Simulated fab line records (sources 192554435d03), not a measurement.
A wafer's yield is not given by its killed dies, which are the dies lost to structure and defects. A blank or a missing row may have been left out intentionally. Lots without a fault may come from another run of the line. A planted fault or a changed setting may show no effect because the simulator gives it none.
What tool caused it?    flow n5 finfet    28 wafers from 10 lots sampled at 5 of the route's 1938 steps

WHAT EACH GAUGE READ, for each wafer
N5_MOL_CONTACT_COAG_INSPECT_57: inspects for defects (brightfield). Usual: raw defect count at 200, with a standard deviation of 53.
lot   measured      on                 raw defect count  flag
L847  day 5 20:26   defect inspect-01  263 200 235       
L848  day 6 02:54   defect inspect-02  154 250 230       
L850  day 6 20:31   defect inspect-01  144 182 152       
L853  day 7 07:52   defect inspect-01  160 169 230       
L854  day 7 14:41   defect inspect-01  189 226 188       
L855  day 7 23:49   defect inspect-02  336 252 194       
L859  day 9 01:53   defect inspect-01  88 200 239        
L863  day 9 20:38   defect inspect-01  149 186           
L864  day 10 01:39  defect inspect-01  148 211           
L866  day 10 16:47  defect inspect-01  151 183 182       

N5_BEOL_M4_RC_MEAS_101. Usual: DIBL_N 36.3 mV/V, standard deviation 1.2; DIBL_P 36.1 mV/V, standard deviation 1.6; IOFF_N 0.161 nA/um, standard deviation 0.023; IOFF_P 0.209 nA/um, standard deviation 0.027; ION_N 676 uA/um, standard deviation 8.9; ION_P 462 uA/um, standard deviation 5.3; SS_N 71.5 mV/dec, standard deviation 0.51; SS_P 73.2 mV/dec, standard deviation 0.5; VT_N 249.1 mV, standard deviation 2.5; VT_P -249.9 mV, standard deviation 2.8.
lot   measured      on         DIBL_N (mV/V)   DIBL_P (mV/V)   IOFF_N (nA/um)     IOFF_P (nA/um)     ION_N (uA/um)  ION_P (uA/um)  SS_N (mV/dec)   SS_P (mV/dec)   VT_N (mV)          VT_P (mV)             flag
L847  day 8 14:11   prober-02  35.7 34.9 34.4  34.7 33.4 33.8  0.146 0.125 0.125  0.190 0.172 0.180  672 666 667    463 457 464    71.5 70.9 71.1  72.8 72.9 72.9  252.3 252.6 252.0  -249.1 -253.1 -251.7  
L848  day 8 17:25   prober-02  35.5 34.8 36.0  34.7 33.8 35.1  0.126 0.121 0.137  0.169 0.164 0.182  658 664 672    450 457 459    70.6 69.9 70.4  72.4 72.7 72.3  250.9 252.8 252.8  -255.3 -255.6 -254.5  
L850  day 9 12:39   prober-02  36.5 37.4 37.1  35.8 37.8 37.4  0.158 0.188 0.198  0.203 0.239 0.240  669 675 683    459 459 466    71.6 71.5 71.6  73.5 73.4 74.4  249.0 248.5 248.4  -249.5 -247.8 -247.9  
L853  day 9 20:49   prober-01  33.8 35.2 34.6  34.7 36.6 35.9  0.146 0.172 0.155  0.179 0.209 0.190  678 687 675    463 463 458    72.2 71.7 71.3  72.4 73.4 72.8  247.6 244.4 248.9  -253.7 -249.4 -251.1  
L854  day 10 10:28  prober-01  36.6 36.6 36.2  36.6 37.1 36.4  0.164 0.165 0.150  0.206 0.209 0.196  684 687 673    463 465 457    71.7 71.4 70.7  72.9 73.7 73.0  246.6 249.3 248.3  -249.0 -247.0 -250.7  
L855  day 10 12:09  prober-02  36.7 36.9 37.4  38.7 38.6 39.4  0.170 0.179 0.188  0.229 0.226 0.234  685 669 687    459 464 466    72.1 71.8 71.5  74.3 73.7 73.6  249.1 248.4 246.8  -248.1 -250.7 -248.6  
L859  day 11 09:02  prober-02  35.0 35.7 34.0  35.2 35.9 33.4  0.151 0.160 0.135  0.197 0.204 0.174  676 672 665    467 462 457    71.9 71.9 71.0  72.5 73.4 72.6  247.9 250.1 251.5  -250.9 -250.7 -253.3  
L863  day 12 15:04  prober-01  35.7 36.0       34.4 35.0       0.149 0.155        0.200 0.201        675 680        460 468        71.5 71.2       72.8 72.9       249.9 250.0        -248.3 -248.5         
L864  day 12 14:43  prober-02  36.8 37.9       37.2 37.5       0.177 0.186        0.220 0.225        679 680        460 467        72.2 72.0       73.3 72.1       249.4 247.4        -250.5 -249.5         
L866  day 13 06:17  prober-01  35.6 36.1 36.0  36.5 37.8 37.2  0.161 0.182 0.166  0.215 0.238 0.222  666 681 677    461 461 462    71.9 71.8 72.7  73.0 73.9 73.7  249.0 246.7 248.1  -250.2 -247.1 -251.9  

TOOL THAT RAN EACH LOT (tool first, then ch and the chambers of the sampled wafers, then the start)
lot   N5_MOL_CONTACT_COAG_CO_FILL_22    N5_MOL_CONTACT_COAG_CMP_28     N5_MOL_CONTACT_COAG_ALD_123
L847  cvd co-01 ch 0,1, day 5 14:53     cmp-02 ch 0,1, day 5 19:05     ald sin-01 ch 2,3, day 5 19:23
L848  cvd co-01 ch 0,2, day 5 21:20     cmp-03 ch 0,1,3, day 6 01:39   ald sin-04 ch 0,3, day 6 01:57
L850  cvd co-01 ch 0,2, day 6 13:38     cmp-03 ch 0,1,2, day 6 19:16   ald sin-01 ch 0,1,3, day 6 19:35
L853  cvd co-01 ch 0,1, day 7 01:36     cmp-03 ch 0,1,2, day 7 06:26   ald sin-01 ch 1,2,3, day 7 06:49
L854  cvd co-02 ch 1,2, day 7 08:29     cmp-02 ch 0,1, day 7 13:25     ald sin-01 ch 0,2,3, day 7 13:45
L855  cvd co-02 ch 0,1, day 7 15:23     cmp-03 ch 0,1, day 7 21:58     ald sin-01 ch 1,2,3, day 7 22:53
L859  cvd co-01 ch 0,1,2, day 8 16:35   cmp-04 ch 1,2,3, day 8 23:51   ald sin-01 ch 0,2,3, day 9 00:50
L863  cvd co-02 ch 0,2, day 9 15:27     cmp-04 ch 1,3, day 9 19:28     ald sin-01 ch 2,3, day 9 19:41
L864  cvd co-01 ch 0,1, day 9 19:58     cmp-02 ch 1,2, day 10 00:30    ald sin-01 ch 3, day 10 00:43
L866  cvd co-02 ch 0,1,2, day 10 10:17  cmp-03 ch 0,1,2, day 10 15:26  ald sin-03 ch 0,1,3, day 10 15:44
- N5_MOL_CONTACT_COAG_CO_FILL_22: material Co, precursor CCTBA/H2, target thk 20 nm.
- N5_MOL_CONTACT_COAG_CMP_28: polishes, stops on SiNx, t overpolish 0.85 s, target thk 14.522 nm.
- N5_MOL_CONTACT_COAG_ALD_123: deposits SiNx, target thk 5 nm, pulse time 1 s, purge time 2 s.

WHAT THE TOOLS THEMSELVES READ (means of the sampled wafers that have a number; where no wafer has one, the mark that the record gives instead)
N5_MOL_CONTACT_COAG_CO_FILL_22. Usual: heater power w at 245 W, with a standard deviation of 35.
lot   tool       heater power w (W)  flag
L847  cvd co-01  251                 
L848  cvd co-01  235                 
L850  cvd co-01  223                 
L853  cvd co-01  251                 
L854  cvd co-02  286                 
L855  cvd co-02  274                 
L859  cvd co-01  234                 
L863  cvd co-02  234                 
L864  cvd co-01  250                 
L866  cvd co-02  264                 

N5_MOL_CONTACT_COAG_CMP_28. Usual: motor current A 12.6 A, standard deviation 0.83; platen rpm 51.80 rpm, standard deviation 0.039; slurry flow ml min 149.9, standard deviation 0.47; time to endpoint s 4.7 s, standard deviation 2.1.
lot   tool    motor current A (A)  platen rpm (rpm)  slurry flow ml min  time to endpoint s (s)  flag
L847  cmp-02  12.8                 51.85             149.8               2.8                     
L848  cmp-03  12.6                 51.79             150.1               3.0                     
L850  cmp-03  12.3                 51.79             149.6               5.2                     
L853  cmp-03  12.5                 51.82             149.9               2.3                     
L854  cmp-02  13.5                 51.78             149.6               6.7                     
L855  cmp-03  12.7                 51.78             150.2               4.5                     
L859  cmp-04  12.9                 51.81             150.0               4.6                     
L863  cmp-04  13.0                 51.80             149.8               7.3                     
L864  cmp-02  11.7                 51.77             149.8               7.0                     
L866  cmp-03  12.1                 51.81             149.8               3.0                     

N5_MOL_CONTACT_COAG_ALD_123. Usual: heater power w 830 W, standard deviation 71; precursor pulse height rel 0.999, standard deviation 0.02.
lot   tool        heater power w (W)  precursor pulse height rel  flag
L847  ald sin-01  762                 0.996                       
L848  ald sin-04  836                 0.991                       
L850  ald sin-01  787                 0.999                       
L853  ald sin-01  792                 0.991                       
L854  ald sin-01  799                 0.986                       
L855  ald sin-01  811                 1.011                       
L859  ald sin-01  805                 1.006                       
L863  ald sin-01  802                 0.972                       
L864  ald sin-01  730                 1.018                       
L866  ald sin-03  886                 1.005                       

THE ANSWER, worked out from the rows above alone
Rule: a lot is off if the mean of its wafers that have a number lies more than 3 standard deviations from the usual mean. A lot without any number at a reading at which 4 lots or more have one is off too. All remaining lots with rows at the step are treated as sound. The gauges are gone through in route order, then the tools' own readings, and for those a lot's mean is taken as printed above. At the first step where some lot is off, the reading lying furthest off is the one used; lots without a number count as furthest.
None of the lots is off at any reading shown; this tells nothing.

WHAT HAD BEEN PUT IN BY THE SIMULATOR
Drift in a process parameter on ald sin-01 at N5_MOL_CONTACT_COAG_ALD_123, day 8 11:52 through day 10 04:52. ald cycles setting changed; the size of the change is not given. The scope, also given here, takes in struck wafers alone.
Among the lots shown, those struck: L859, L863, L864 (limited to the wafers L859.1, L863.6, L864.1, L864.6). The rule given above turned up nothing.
